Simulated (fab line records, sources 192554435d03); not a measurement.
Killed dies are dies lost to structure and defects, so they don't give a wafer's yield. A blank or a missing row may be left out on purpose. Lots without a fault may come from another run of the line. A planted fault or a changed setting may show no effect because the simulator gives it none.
Which tool did it? | flow n5_finfet | 9 lots, 27 wafers sampled, at 3 steps of a route of 1938

WHAT THE GAUGES READ, wafer by wafer
N5_BEOL_M0_SAQP_INSPECT_42: inspects for defects (brightfield).
lot  | measured     | on                | raw_defect_count
L259 | day 5 15:27  | defect_inspect-01 | 224 230 382
L260 | day 6 00:12  | defect_inspect-01 | 214 302 200
L261 | day 6 13:57  | defect_inspect-01 | 273 415 387
L269 | day 8 04:48  | defect_inspect-01 | 271 245 241
L270 | day 8 08:38  | defect_inspect-01 | 643 322 552
L272 | day 9 00:03  | defect_inspect-01 | 422 694 589
L274 | day 9 12:36  | defect_inspect-01 | 279 260 234
L275 | day 10 00:29 | defect_inspect-01 | 426 197 351
L282 | day 11 17:48 | defect_inspect-02 | 279 213 245

WHICH TOOL RAN EACH LOT (tool, then ch and the chambers of the sampled wafers, then the start)
lot  | N5_BEOL_M0_SAQP_ILD_DEP_01      | N5_BEOL_M0_SAQP_RECESS_104
L259 | pecvd-03 ch 0,2, day 5 08:37    | vapor_etch-01 ch 0,1, day 5 13:33
L260 | pecvd-03 ch 0,1, day 5 17:41    | vapor_etch-01 ch 0,1, day 5 21:28
L261 | pecvd-03 ch 0,1, day 6 08:02    | vapor_etch-01 ch 0,1, day 6 11:50
L269 | pecvd-03 ch 0,1, day 8 00:01    | vapor_etch-02 ch 0,1, day 8 02:54
L270 | pecvd-03 ch 0,2, day 8 03:36    | vapor_etch-02 ch 0,1, day 8 06:52
L272 | pecvd-03 ch 0,1, day 8 14:53    | vapor_etch-01 ch 0,1, day 8 19:48
L274 | pecvd-04 ch 0,2, day 9 07:47    | vapor_etch-01 ch 0,1, day 9 10:42
L275 | pecvd-02 ch 1,2, day 9 17:00    | vapor_etch-02 ch 0, day 9 22:28
L282 | pecvd-04 ch 0,1,2, day 11 12:49 | vapor_etch-01 ch 0,1, day 11 15:52
- N5_BEOL_M0_SAQP_ILD_DEP_01: deposits SiOC from DEMS/O2, target thk 45.419 nm, time 8.7 s.
- N5_BEOL_M0_SAQP_RECESS_104: chemistry HF/NH3, target SiO2, target depth 18 nm, afs cycles 3, sublimation time 60 s.

THE ANSWER, worked out from the rows above alone
Rule: what is usual is taken from the lots themselves. Put in order of their means at a reading, lots are off if they are a third of the lots or fewer, leave a main group of 4 or more, and stand apart from it by a gap of 3 or more times the standard deviation of the main group's means; of several such gaps the widest counts. A main group whose means are all the same, to the digits that the tables above print for the reading, isn't used. A lot without any number at a reading at which 4 lots or more have one is off too. The other lots that the step has rows for count as sound.
Off: L270, L272, at N5_BEOL_M0_SAQP_INSPECT_42 (raw_defect_count). The main group: mean 279, standard deviation 42.
A tool fits if, at a process step before that reading, it ran every lot that is off, and no sound lot after the first of them. The gauges at N5_BEOL_M0_SAQP_INSPECT_42 are tried like those tools. One fits: pecvd-03 at N5_BEOL_M0_SAQP_ILD_DEP_01. Its last sound lot is L269 (day 8 00:01), its first lot that is off L270 (day 8 03:36): a fault that began between those two fits.

WHAT THE SIMULATOR HAD PUT IN
Chamber particle source: pecvd-03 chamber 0, from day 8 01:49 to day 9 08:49, at N5_BEOL_M0_SAQP_ILD_DEP_01. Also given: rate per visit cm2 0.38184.
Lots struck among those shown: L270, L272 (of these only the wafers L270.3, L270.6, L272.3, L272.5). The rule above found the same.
